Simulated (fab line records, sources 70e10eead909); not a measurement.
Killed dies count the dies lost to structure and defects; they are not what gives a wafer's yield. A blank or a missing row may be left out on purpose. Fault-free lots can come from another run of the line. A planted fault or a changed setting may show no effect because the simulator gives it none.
Code-filled problem report in 8D (eight disciplines) form / flow nandHarc / the parts of the form that need people (team, actions taken, sign-off) are left out

1. THE PROBLEM
Mean of thkNm at NHARC_A_ONON_D1_THK_MEAS_21: 502 nm across 4 wafers in 3 lots; on wafers with no fault it is 1000 nm (standard deviation 11). Relative to the usual mean, that is a shift of -45 standard deviations.
The step: measures by ellipsometry.
First seen on wafer L838.1, day 11 22:16, on filmMetro-01. The record has a number at this step for 40 wafers belonging to 14 lots. Rule for "out", or "out of limits": more than 4 standard deviations from the usual mean. The other wafers with a number count as sound.

2. WHAT IT IS, AND WHAT IT ISN'T
question=which readings at this step | is=thkNm | is not=-
question=which lots | is=L838, L839, L842 | is not=L825, L826, L827, L828, L829, L831, L832, L836, L843, L844, L846
question=which wafers of those lots | is=L838.1, L839.1, L842.1, L842.6 | is not=L838.2, L839.4, L839.5
question=read on which gauges | is=filmMetro-01, filmMetro-02 | is not=-
question=when | is=from day 11 22:16 | is not=up to then (25 sound wafers); but 11 sound wafers of L839, L843, L844, L846 came after

3. WHAT RULES OUT EACH SUSPECT
Counting: any tool at a process step up to the reading remains a suspect provided it ran every lot that is out. Sound lots after the first of them don't rule it out here, since some wafers of a struck lot are sound.
- the gauge at NHARC_A_ONON_D1_THK_MEAS_21 has been ruled out. 2 gauges (filmMetro-01, filmMetro-02) read the wafers that are out.
- pecvdOnon-03 at NHARC_A_ONON_D1_DEP_19 (target thk 1000 nm): kept. It processed each lot that is out (first: L838, day 11 21:45); up to then, its last sound lot is L827 (day 9 03:40).
Remaining after the count: pecvdOnon-03 at NHARC_A_ONON_D1_DEP_19.

4. THE CAUSE (what the simulator had put in)
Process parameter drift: pecvdOnon-03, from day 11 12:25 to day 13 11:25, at NHARC_A_ONON_D1_DEP_19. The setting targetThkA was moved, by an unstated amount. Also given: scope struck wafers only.
Counting left only this tool.

5. SEQUENCE OF EFFECTS, ordered by route
Rows list readings where the struck wafers' mean (over those with a number) sits beyond 3 standard deviations from the usual. Readings are gone through only where the record gives a usual standard deviation; hours: the median, over the lots, of the time from a lot's start at the first step in this table giving one to that lot's start at this step; sigmas: the change measured in usual standard deviations.
hours=0; step=NHARC_A_ONON_D1_THK_MEAS_21; reading=thkNm; usual=1000 nm; on struck wafers=502; change=-498; sigmas=-45
hours=277; step=NHARC_END_SORT_01; reading=killedAtArray; usual=26; on struck wafers=673; change=+647; sigmas=+65
hours=277; step=NHARC_END_SORT_01; reading=killedDies; usual=29; on struck wafers=677; change=+648; sigmas=+59

6. WHAT WOULD HAVE CAUGHT IT SOONER
In this record the first reading out of limits at a measuring or inspecting step was taken at day 11 22:16, 10 hours after the fault began at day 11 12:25.
Among the 3 lots that are out, L842, L839 began NHARC_A_ONON_D1_DEP_19 on pecvdOnon-03 after day 11 22:16. A hold on the tool at that time would have spared those 2.
